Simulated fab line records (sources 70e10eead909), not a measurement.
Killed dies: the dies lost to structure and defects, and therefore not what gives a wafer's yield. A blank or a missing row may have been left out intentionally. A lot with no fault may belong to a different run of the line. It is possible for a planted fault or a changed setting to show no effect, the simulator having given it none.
Chamber matching    flow nand-harc    4 sister chambers for NHARC_A_STAIRCASE_ETCHBACK_157 on rie-diel-08
The step etches the open film in CH3F/O2, target depth 90 nm, time 167.14 s. 16 wafers are shown with their chamber, then 8 later ones without.

## WAFERS PAIRED WITH THEIR CHAMBERS
wafer   chamber  showerhead-plenum-p-Torr (Torr)  rf-vpp-V (V)  throttle-valve-pct (%)
L075.2  2        2.53                             245.8         20.666
L075.3  0        2.32                             243.1         20.669
L075.4  1        2.39                             244.9         20.663
L074.1  2        2.53                             245.7         20.671
L074.2  1        2.39                             243.7         20.672
L074.3  3        2.52                             244.4         20.652
L076.2  2        2.52                             244.7         20.672
L076.5  2        2.52                             244.2         20.668
L076.6  3        2.52                             244.8         20.656
L079.1  3        2.52                             245.4         20.656
L079.4  2        2.52                             245.3         20.674
L079.6  3        2.52                             245.2         20.653
L080.1  2        2.52                             244.4         20.667
L080.5  1        2.38                             244.4         20.660
L080.6  2        2.52                             244.7         20.657
L091.1  0        2.31                             241.3         20.675

SIGNATURES, as means of the wafers listed above
reading                   chamber 0  chamber 1  chamber 2  chamber 3  scatter within a chamber
showerhead-plenum-p-Torr  2.3150     2.3867     2.5229     2.5200     0.00465
rf-vpp-V                  242.200    244.333    244.971    244.950    0.667
throttle-valve-pct        20.67200   20.66500   20.66786   20.65425   0.00496
Rule: distance of a wafer from a chamber = root of the sum over the readings of ((wafer's reading minus chamber's mean) / reading's scatter) squared. The wafer belongs to the nearest chamber; if the next one is less than 2 further off, it can't be placed. The scatter: the root of (the sum of the squares of (reading less its chamber's mean) over the shown wafers, divided by (wafers less chambers)).

## WAFERS MISSING THEIR CHAMBER
wafer   showerhead-plenum-p-Torr (Torr)  rf-vpp-V (V)  throttle-valve-pct (%)
L091.2  2.37                             242.1         20.666
L091.3  2.51                             245.3         20.665
L096.1  2.30                             243.1         20.649
L096.2  2.37                             243.0         20.660
L096.6  2.51                             246.1         20.675
L097.3  2.50                             243.2         20.665
L097.4  2.30                             241.6         20.644
L097.6  2.30                             241.3         20.666

## EACH ONE'S CHAMBER
wafer   from the rows above      in truth
L091.2  1                        1
L091.3  can't be placed: 2 or 3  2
L096.1  0                        0
L096.2  1                        1
L096.6  can't be placed: 2 or 3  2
L097.3  can't be placed: 3 or 2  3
L097.4  0                        0
L097.6  0                        0
Placed correctly: 5 of 8. Can't be placed from these rows: 3 (the true chamber is among the candidates in 3). 0 placed wrongly.
